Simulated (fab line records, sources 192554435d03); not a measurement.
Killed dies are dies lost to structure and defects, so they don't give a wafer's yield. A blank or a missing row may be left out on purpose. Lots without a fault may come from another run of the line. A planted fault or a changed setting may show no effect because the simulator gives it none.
Split-lot experiment | flow n5_finfet | 7 lots, 21 wafers read, on a route of 1938 steps

THE SPLIT
At N5_GATE_CUT_EXPOSE_10 (exposes mask GATE CUT, target cd 20 nm), the setting dose_mj was moved away from the recipe's 43.25 on 10 of the 21 wafers read, by -4.0% to +5.6%. The other wafers ran this setting at the recipe's value.

FROM THE SPLIT TO THE READING: what the file shows between them, 2 steps
- N5_GATE_CUT_PEB_11: peb time 60 s
- N5_GATE_CUT_DEVELOP_12: develop time 30 s

THE READING
cd_nm, in nm, at N5_GATE_CUT_CD_MEAS_13 (target cd 20 nm). Fault-free wafers of this fab line usually give 20.00 nm, standard deviation 0.23 nm.

wafer  | tool, chamber at the split | dose_mj as run | against the recipe | cd_nm, nm | against lot-mates on the recipe
L078.3 | euv_scanner-01, 0          | 44.81          | +3.6%              | 20.82     | no lot-mate on the recipe
L078.4 | euv_scanner-01, 0          | 44.81          | +3.6%              | 20.84     | no lot-mate on the recipe
L078.6 | euv_scanner-01, 0          | 44.81          | +3.6%              | 20.69     | no lot-mate on the recipe
L079.1 | euv_scanner-02, 0          | 44.93          | +3.9%              | 20.99     | +1.05
L079.3 | euv_scanner-02, 0          | 43.25          | recipe             | 19.94     | -
L079.5 | euv_scanner-02, 0          | 44.93          | +3.9%              | 20.63     | +0.69
L083.2 | euv_scanner-01, 0          | 43.25          | recipe             | 19.77     | -
L083.5 | euv_scanner-01, 0          | 41.5           | -4.0%              | 18.86     | -0.97
L083.6 | euv_scanner-01, 0          | 43.25          | recipe             | 19.89     | -
L084.2 | euv_scanner-01, 0          | 43.25          | recipe             | 20.32     | -
L084.3 | euv_scanner-01, 0          | 43.25          | recipe             | 19.67     | -
L084.4 | euv_scanner-01, 0          | 45.67          | +5.6%              | 21.35     | +1.36
L085.1 | euv_scanner-01, 0          | 43.25          | recipe             | 20.06     | -
L085.5 | euv_scanner-01, 0          | 43.25          | recipe             | 19.56     | -
L085.6 | euv_scanner-01, 0          | 43.25          | recipe             | 20.29     | -
L087.1 | euv_scanner-01, 0          | 43.25          | recipe             | 20.06     | -
L087.2 | euv_scanner-01, 0          | 43.25          | recipe             | 20.25     | -
L087.3 | euv_scanner-01, 0          | 41.65          | -3.7%              | 19.08     | -1.08
L088.1 | euv_scanner-01, 0          | 44.82          | +3.6%              | 20.79     | +0.62
L088.3 | euv_scanner-01, 0          | 44.82          | +3.6%              | 20.91     | +0.74
L088.5 | euv_scanner-01, 0          | 43.25          | recipe             | 20.17     | -

THE FIT
A straight line over all 21 wafers: cd_nm changes by +0.238 nm for each +1% of dose_mj; r = +0.95; the points scatter about the line by 0.2 nm.
The same after taking each lot's own level away (the mean of its wafers on the recipe; 18 wafers): +0.234 nm for each +1%; r = +0.95; scatter 0.21 nm.
On that fit, the largest move of dose_mj shifts the reading by 1.3 nm.
The lots' own levels span 19.830 to 20.170 nm, that is 1.5 times the standard deviation above.
So the lot-to-lot level changes the slope little: the two slopes agree.
Check: with one of the wafers moved furthest among these (+5.6%) left out of the fit, the line predicts +1.25 nm for it against its lot-mates. It came out at +1.36 nm against them.

OTHER SPLITS ON THESE WAFERS
These wafers also went through other splits before the reading. Each is held against what the fit with the lots' levels taken away leaves over:
other split on the same wafers           | wafers away from the commonest value | r with cd_nm (lot level and that fit taken away)
N5_PMOS_HMC_CHANNEL_EPI_COAT_31 spin_rpm | 9                                    | +0.03
N5_FIN_SAQP_ETCH_65 time_s               | 7                                    | +0.14
N5_FIN_CUT_COAT_02 spin_rpm              | 5                                    | +0.07
N5_DUMMY_GATE_COAT_28 spin_rpm           | 6                                    | +0.16
N5_HKMG_FIN_COAT_42 spin_rpm             | 9                                    | -0.12
N5_HKMG_FIN_DEVELOP_48 develop_time_s    | 6                                    | -0.03

THE WHOLE CHAIN: every reading that the file lists as answering this split, in the file's order
step                   | what it does                                                       | reading                                                         | change (the file's fit)               | r (the file's)
N5_GATE_CUT_CD_MEAS_13 | target cd 20 nm                                                    | cd_nm                                                           | +0.239 nm for each +1% of the setting | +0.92
N5_GATE_CUT_DESCUM_18  | chemistry O2, time 7 s                                             | GATE_CUT.cd_nm (the simulator's own value, which no gauge read) | +0.266 nm for each +1% of the setting | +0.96
N5_GATE_CUT_ETCH_36    | etches SiARC in CF4, target depth 13 nm, time 21.7 s               | GATE_CUT.cd_nm (the simulator's own value, which no gauge read) | +0.263 nm for each +1% of the setting | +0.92
N5_GATE_CUT_ETCH_37    | etches SOC in N2/H2, target depth 60 nm, overetch 12 nm, time 90 s | GATE_CUT.cd_nm (the simulator's own value, which no gauge read) | +0.251 nm for each +1% of the setting | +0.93
N5_GATE_CUT_ETCH_19    | etches SiNx in CH3F/O2, target depth 53.7 nm, time 76.7 s          | GATE_CUT.cd_nm (the simulator's own value, which no gauge read) | +0.229 nm for each +1% of the setting | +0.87

THE FILE'S OWN FIT
cd_nm changes by +0.239 nm for each +1% of dose_mj, r = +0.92.
